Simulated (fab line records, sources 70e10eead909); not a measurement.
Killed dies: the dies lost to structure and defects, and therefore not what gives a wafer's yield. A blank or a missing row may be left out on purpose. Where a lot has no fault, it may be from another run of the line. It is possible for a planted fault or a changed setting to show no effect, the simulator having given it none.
What tool caused it? | flow nand-harc | 10 lots with 30 wafers sampled at 6 steps, on a route of 1302 steps

## WHAT THE GAUGES SHOWED, per wafer
NHARC_A_CHANNEL_HOLE_D1_CD_MEAS_10 targets a cd of 100 nm.
lot  | measured     | on        | cd-nm (nm)
L683 | day 8 14:38  | cd-sem-01 | 100.2 100.3 100.3
L684 | day 9 03:44  | cd-sem-03 | 98.7 100.0 98.9
L685 | day 9 20:05  | cd-sem-02 | 99.8 99.6 100.0
L689 | day 11 22:51 | cd-sem-03 | 106.3 106.2 100.3
L693 | day 13 02:19 | cd-sem-02 | 106.0 106.4 106.1
L699 | day 15 16:56 | cd-sem-01 | 99.7 99.5 99.6
L700 | day 16 04:08 | cd-sem-02 | 100.0 98.6 99.8
L701 | day 16 21:39 | cd-sem-02 | 99.7 99.8 99.1
L705 | day 18 00:32 | cd-sem-03 | 100.5 100.4 100.6
L704 | day 18 00:49 | cd-sem-02 | 100.1 99.8 99.4

NHARC_A_CHANNEL_HOLE_D1_OVL_MEAS_11.
lot  | measured     | on         | overlay-x-nm (nm) | overlay-y-nm (nm)
L683 | day 8 14:43  | overlay-02 | 0.2 0.4 -0.1      | 0.4 0.4 0.6
L684 | day 9 03:50  | overlay-02 | 1.8 1.1 1.1       | 0.3 1.1 0.8
L685 | day 9 20:10  | overlay-01 | 0.6 0.9 0.4       | 0.9 1.0 0.3
L689 | day 11 22:56 | overlay-02 | 1.9 1.9 1.7       | 0.5 -0.1 0.6
L693 | day 13 02:24 | overlay-02 | -0.8 -0.7 -0.5    | -1.2 -1.3 -1.0
L699 | day 15 17:01 | overlay-02 | -1.0 -1.2 -0.9    | -0.3 0.0 -0.7
L700 | day 16 04:14 | overlay-01 | -0.1 -0.4 -0.8    | -0.3 0.1 0.2
L701 | day 16 21:44 | overlay-01 | 0.5 0.4 0.8       | -1.1 0.2 -0.5
L705 | day 18 00:38 | overlay-02 | 2.1 2.0 1.7       | 0.1 -0.3 -0.1
L704 | day 18 00:55 | overlay-01 | -0.2 -0.6 -0.5    | -0.3 -0.5 -0.4

NHARC_A_CHANNEL_HOLE_D1_CD_MEAS_30.
lot  | measured     | on        | cd-nm (nm)
L683 | day 8 23:27  | cd-sem-02 | 90.0 91.4 91.2
L684 | day 9 10:50  | cd-sem-02 | 89.4 91.1 89.3
L685 | day 10 02:58 | cd-sem-02 | 88.4 88.8 87.6
L689 | day 12 12:51 | cd-sem-02 | 95.2 94.7 89.9
L693 | day 13 09:11 | cd-sem-02 | 95.9 95.8 95.4
L699 | day 16 02:36 | cd-sem-03 | 89.5 90.1 89.2
L700 | day 16 11:02 | cd-sem-01 | 91.1 90.1 91.1
L701 | day 17 04:32 | cd-sem-01 | 88.4 90.2 89.0
L705 | day 18 13:58 | cd-sem-03 | 90.7 90.5 89.9
L704 | day 18 13:41 | cd-sem-02 | 90.0 90.1 88.4

## WHAT TOOL EACH LOT RAN ON (gives the tool, then ch and the chambers of the sampled wafers, and finally the start)
lot  | NHARC_A_CHANNEL_HOLE_D1_PEB_08    | NHARC_A_CHANNEL_HOLE_D1_ETCH_22  | NHARC_A_CHANNEL_HOLE_D1_ETCH_23
L683 | litho-track-04 ch 0, day 8 14:33  | har-etch-02 ch 0,1, day 8 18:46  | har-etch-02 ch 0,1, day 8 19:20
L684 | litho-track-06 ch 0, day 9 03:40  | har-etch-01 ch 0, day 9 06:17    | har-etch-01 ch 0, day 9 06:52
L685 | litho-track-01 ch 0, day 9 20:00  | har-etch-02 ch 0,1, day 9 22:24  | har-etch-02 ch 0,1, day 9 23:00
L689 | litho-track-04 ch 0, day 11 22:46 | har-etch-01 ch 0,1, day 12 08:18 | har-etch-01 ch 0,1, day 12 08:53
L693 | litho-track-04 ch 0, day 13 02:14 | har-etch-01 ch 0,1, day 13 04:32 | har-etch-01 ch 0,1, day 13 05:06
L699 | litho-track-04 ch 0, day 15 16:51 | har-etch-02 ch 0,1, day 15 21:56 | har-etch-02 ch 0,1, day 15 22:29
L700 | litho-track-01 ch 0, day 16 04:04 | har-etch-02 ch 0, day 16 06:28   | har-etch-02 ch 0, day 16 07:03
L701 | litho-track-01 ch 0, day 16 21:34 | har-etch-01 ch 1, day 16 23:53   | har-etch-01 ch 1, day 17 00:28
L705 | litho-track-04 ch 0, day 18 00:28 | har-etch-01 ch 0,1, day 18 09:18 | har-etch-01 ch 0,1, day 18 09:52
L704 | litho-track-06 ch 0, day 18 00:44 | har-etch-02 ch 0,1, day 18 08:39 | har-etch-02 ch 0,1, day 18 09:14
- NHARC_A_CHANNEL_HOLE_D1_PEB_08: peb time 65 s.
- NHARC_A_CHANNEL_HOLE_D1_ETCH_22: etches the open film in C4F8/O2/Ar, time 666.7 s, target depth 1600 nm.
- NHARC_A_CHANNEL_HOLE_D1_ETCH_23: etches the open film in C4F8/O2/Ar, time 819 s, target depth 1600 nm.

## WHAT THE TOOLS THEMSELVES READ (means of the sampled wafers that have a number; where no wafer has one, the mark that the record gives instead)
NHARC_A_CHANNEL_HOLE_D1_PEB_08.
lot  | tool           | heater-power-total-W (W) | plate-temp-C (C)
L683 | litho-track-04 | 156.4                    | 100.05
L684 | litho-track-06 | 156.6                    | 100.15
L685 | litho-track-01 | 156.8                    | 99.94
L689 | litho-track-04 | 156.4                    | 99.81
L693 | litho-track-04 | 156.4                    | 99.87
L699 | litho-track-04 | 156.3                    | 100.12
L700 | litho-track-01 | 156.2                    | 99.93
L701 | litho-track-01 | 156.4                    | 99.80
L705 | litho-track-04 | 156.8                    | 100.01
L704 | litho-track-06 | 156.6                    | 100.15

NHARC_A_CHANNEL_HOLE_D1_ETCH_22.
lot  | tool        | drypump-motor-current-A (A) | showerhead-plenum-p-Torr (Torr) | throttle-valve-pct (%)
L683 | har-etch-02 | 6.2                         | 3.63                            | 32.155
L684 | har-etch-01 | 6.1                         | 3.57                            | 32.158
L685 | har-etch-02 | 6.5                         | 3.56                            | 32.151
L689 | har-etch-01 | 5.8                         | 3.65                            | 32.147
L693 | har-etch-01 | 6.0                         | 3.58                            | 32.149
L699 | har-etch-02 | 6.2                         | 3.59                            | 32.159
L700 | har-etch-02 | 6.8                         | 3.45                            | 32.165
L701 | har-etch-01 | 5.7                         | 3.67                            | 32.153
L705 | har-etch-01 | 6.0                         | 3.54                            | 32.161
L704 | har-etch-02 | 6.2                         | 3.73                            | 32.155

NHARC_A_CHANNEL_HOLE_D1_ETCH_23.
lot  | tool        | drypump-motor-current-A (A) | showerhead-plenum-p-Torr (Torr) | throttle-valve-pct (%)
L683 | har-etch-02 | 6.2                         | 3.63                            | 32.159
L684 | har-etch-01 | 6.1                         | 3.57                            | 32.161
L685 | har-etch-02 | 6.5                         | 3.56                            | 32.160
L689 | har-etch-01 | 5.8                         | 3.65                            | 32.161
L693 | har-etch-01 | 6.0                         | 3.58                            | 32.154
L699 | har-etch-02 | 6.2                         | 3.59                            | 32.154
L700 | har-etch-02 | 6.8                         | 3.45                            | 32.158
L701 | har-etch-01 | 5.7                         | 3.67                            | 32.152
L705 | har-etch-01 | 6.0                         | 3.54                            | 32.159
L704 | har-etch-02 | 6.2                         | 3.73                            | 32.167

## THE ANSWER, worked out from the rows above alone
Rule: usual is defined by the lots themselves. Put in order of their means at a reading, lots are off if they are a third of the lots or fewer, leave a main group of 4 or more, and stand apart from it by a gap of 3 or more times the standard deviation of the main group's means; of several such gaps the widest counts. Not used: any main group whose means are identical at the precision the tables above print for the reading. A lot without any number at a reading at which 4 lots or more have one is off too. Where the step has rows for the other lots, those lots are counted as sound. Order of review: gauges by route order, followed by the tools' own readings, for which a lot's mean as printed above is used. At the first step where some lot is off, the reading lying furthest off is the one used; lots without a number count as furthest.
Off: L689, L693 (NHARC_A_CHANNEL_HOLE_D1_CD_MEAS_10, cd-nm). For the main group the mean is 99.8 nm and the standard deviation 0.4.
If a tool, at a process step before that reading, ran all the lots that are off and no sound lot after the first of them, it fits. Gauges at NHARC_A_CHANNEL_HOLE_D1_CD_MEAS_10: tried the same way as those tools. No candidate that was tried fits.

## WHAT WAS PUT IN BY THE SIMULATOR
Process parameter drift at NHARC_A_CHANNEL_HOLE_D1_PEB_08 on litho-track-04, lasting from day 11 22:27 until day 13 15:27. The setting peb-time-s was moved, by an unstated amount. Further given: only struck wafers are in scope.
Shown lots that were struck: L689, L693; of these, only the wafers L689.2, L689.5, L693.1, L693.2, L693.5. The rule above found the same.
